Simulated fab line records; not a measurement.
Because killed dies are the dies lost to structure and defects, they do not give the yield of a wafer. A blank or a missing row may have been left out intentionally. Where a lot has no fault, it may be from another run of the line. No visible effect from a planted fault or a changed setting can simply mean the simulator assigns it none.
Matching of chambers || flow nand harc || rie diel-11 running NHARC_A_M1_DESCUM_14: 4 sister chambers
The step chemistry O2, time 3 s. 8 wafers are shown with their chamber, then 11 later ones without.

== EACH WAFER AND ITS CHAMBER ==
{"wafer": "L082.4", "chamber": 0, "drypump motor current A (A)": 6.7, "oes product au (a.u.)": 1.001}
{"wafer": "L081.5", "chamber": 2, "drypump motor current A (A)": 5.9, "oes product au (a.u.)": 0.991}
{"wafer": "L085.2", "chamber": 3, "drypump motor current A (A)": 5.8, "oes product au (a.u.)": 0.991}
{"wafer": "L085.5", "chamber": 0, "drypump motor current A (A)": 6.8, "oes product au (a.u.)": 1.007}
{"wafer": "L084.2", "chamber": 3, "drypump motor current A (A)": 5.8, "oes product au (a.u.)": 0.998}
{"wafer": "L084.4", "chamber": 1, "drypump motor current A (A)": 5.9, "oes product au (a.u.)": 1.007}
{"wafer": "L084.6", "chamber": 2, "drypump motor current A (A)": 5.9, "oes product au (a.u.)": 1.011}
{"wafer": "L090.3", "chamber": 1, "drypump motor current A (A)": 5.9, "oes product au (a.u.)": 1.007}

== WAFERS WITHOUT THEIR CHAMBER ==
{"wafer": "L090.4", "drypump motor current A (A)": 5.8, "oes product au (a.u.)": 0.998}
{"wafer": "L090.6", "drypump motor current A (A)": 5.9, "oes product au (a.u.)": 1.009}
{"wafer": "L089.1", "drypump motor current A (A)": 6.8, "oes product au (a.u.)": 1.010}
{"wafer": "L089.3", "drypump motor current A (A)": 5.9, "oes product au (a.u.)": 0.995}
{"wafer": "L089.5", "drypump motor current A (A)": 5.9, "oes product au (a.u.)": 0.992}
{"wafer": "L092.1", "drypump motor current A (A)": 5.8, "oes product au (a.u.)": 1.003}
{"wafer": "L092.3", "drypump motor current A (A)": 5.9, "oes product au (a.u.)": 1.006}
{"wafer": "L092.5", "drypump motor current A (A)": 5.9, "oes product au (a.u.)": 1.013}
{"wafer": "L094.1", "drypump motor current A (A)": 5.8, "oes product au (a.u.)": 1.003}
{"wafer": "L094.2", "drypump motor current A (A)": 5.9, "oes product au (a.u.)": 0.999}
{"wafer": "L094.3", "drypump motor current A (A)": 6.8, "oes product au (a.u.)": 1.018}

== THE CHAMBER EACH PASSED THROUGH ==
{"wafer": "L090.4", "from the rows above": 3, "in truth": 3}
{"wafer": "L090.6", "from the rows above": "can't be placed: 1 or 2", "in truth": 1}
{"wafer": "L089.1", "from the rows above": 0, "in truth": 0}
{"wafer": "L089.3", "from the rows above": "can't be placed: 2 or 1", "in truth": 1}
{"wafer": "L089.5", "from the rows above": "can't be placed: 2 or 1 or 3", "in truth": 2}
{"wafer": "L092.1", "from the rows above": "can't be placed: 3 or 2 or 1", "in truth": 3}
{"wafer": "L092.3", "from the rows above": "can't be placed: 1 or 2", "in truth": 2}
{"wafer": "L092.5", "from the rows above": "can't be placed: 1 or 2", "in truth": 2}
{"wafer": "L094.1", "from the rows above": "can't be placed: 3 or 2 or 1", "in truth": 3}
{"wafer": "L094.2", "from the rows above": "can't be placed: 2 or 1", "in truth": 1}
{"wafer": "L094.3", "from the rows above": 0, "in truth": 0}
Correct placement for 3 of the 11. These rows do not allow placing 8 (true chamber among the candidates in 8). Number placed wrongly: 0.
How it was worked out, from the rows above alone: a wafer's distance from a chamber is the root of the sum, over the readings, of the square of ((its reading less the chamber's mean) divided by the reading's scatter). If the next closest chamber is less than 2 further off than the closest, the wafer can't be placed; otherwise it belongs to the closest. A chamber's mean is the mean of its shown wafers. The scatter: the root of (the sum of the squares of (reading less its chamber's mean) over the shown wafers, divided by (wafers less chambers)).
